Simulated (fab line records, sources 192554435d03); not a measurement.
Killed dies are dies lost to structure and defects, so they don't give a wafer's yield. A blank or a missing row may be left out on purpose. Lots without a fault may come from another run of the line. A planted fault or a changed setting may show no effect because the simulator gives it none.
Chamber matching | flow n5_finfet | N5_PMOS_HMC_CHANNEL_EPI_FIN_RECESS_16 on rie_si-04: 4 sister chambers
The step chemistry HBr/Cl2, target Si, target depth 54 nm, time 18 s. 22 wafers are shown with their chamber, then 11 later ones without.

WAFERS WITH THEIR CHAMBER
wafer  | chamber | drypump_motor_current_A (A) | throttle_valve_pct (%) | oes_product_au (a.u.)
L076.1 | 0       | 5.7                         | 35.8                   | 0.987
L076.2 | 3       | 5.8                         | 35.2                   | 0.980
L076.3 | 1       | 6.3                         | 35.7                   | 1.014
L076.4 | 2       | 6.4                         | 35.3                   | 1.004
L076.5 | 2       | 6.3                         | 35.2                   | 1.000
L076.6 | 1       | 6.3                         | 35.7                   | 1.014
L077.1 | 2       | 6.3                         | 35.3                   | 0.997
L077.2 | 0       | 5.8                         | 35.9                   | 0.986
L077.3 | 3       | 5.8                         | 35.2                   | 0.981
L077.4 | 1       | 6.3                         | 35.7                   | 1.014
L077.5 | 2       | 6.3                         | 35.2                   | 1.004
L077.6 | 3       | 5.8                         | 35.2                   | 0.986
L084.1 | 0       | 5.8                         | 35.9                   | 0.983
L084.2 | 2       | 6.4                         | 35.3                   | 0.997
L084.3 | 1       | 6.3                         | 35.7                   | 1.019
L084.4 | 3       | 5.8                         | 35.2                   | 0.966
L084.5 | 2       | 6.3                         | 35.3                   | 0.992
L084.6 | 3       | 5.8                         | 35.3                   | 0.968
L086.2 | 2       | 6.3                         | 35.3                   | 1.000
L086.3 | 1       | 6.3                         | 35.7                   | 1.011
L086.5 | 2       | 6.3                         | 35.3                   | 1.012
L087.1 | 0       | 5.8                         | 35.9                   | 0.983

SIGNATURES (means of the wafers above)
reading                 | chamber 0 | chamber 1 | chamber 2 | chamber 3 | scatter within a chamber
drypump_motor_current_A | 5.775     | 6.300     | 6.325     | 5.800     | 0.0354
throttle_valve_pct      | 35.875    | 35.700    | 35.275    | 35.220    | 0.0412
oes_product_au          | 0.98475   | 1.01440   | 1.00075   | 0.97620   | 0.00579
Rule: a wafer's distance from a chamber is the root of the sum, over the readings, of the square of ((its reading less the chamber's mean) divided by the reading's scatter). The wafer belongs to the nearest chamber; if the next one is less than 2 further off, it can't be placed. The scatter: the root of (the sum of the squares of (reading less its chamber's mean) over the shown wafers, divided by (wafers less chambers)).

WAFERS WITHOUT THEIR CHAMBER
wafer  | drypump_motor_current_A (A) | throttle_valve_pct (%) | oes_product_au (a.u.)
L087.2 | 6.3                         | 35.3                   | 0.992
L087.5 | 5.8                         | 35.9                   | 0.977
L090.4 | 5.8                         | 35.9                   | 0.986
L090.5 | 6.3                         | 35.7                   | 1.012
L090.6 | 6.4                         | 35.3                   | 1.001
L093.1 | 6.4                         | 35.3                   | 0.996
L093.2 | 5.8                         | 35.9                   | 0.981
L093.6 | 6.4                         | 35.3                   | 1.006
L096.1 | 6.3                         | 35.7                   | 1.005
L096.2 | 5.8                         | 35.9                   | 0.990
L096.4 | 6.4                         | 35.3                   | 1.003

WHICH CHAMBER EACH WENT THROUGH
wafer  | from the rows above | in truth
L087.2 | 2                   | 2
L087.5 | 0                   | 0
L090.4 | 0                   | 0
L090.5 | 1                   | 1
L090.6 | 2                   | 2
L093.1 | 2                   | 2
L093.2 | 0                   | 0
L093.6 | 2                   | 2
L096.1 | 1                   | 1
L096.2 | 0                   | 0
L096.4 | 2                   | 2
Placed correctly: 11 of 11. Can't be placed from these rows: 0. Placed wrongly: 0.
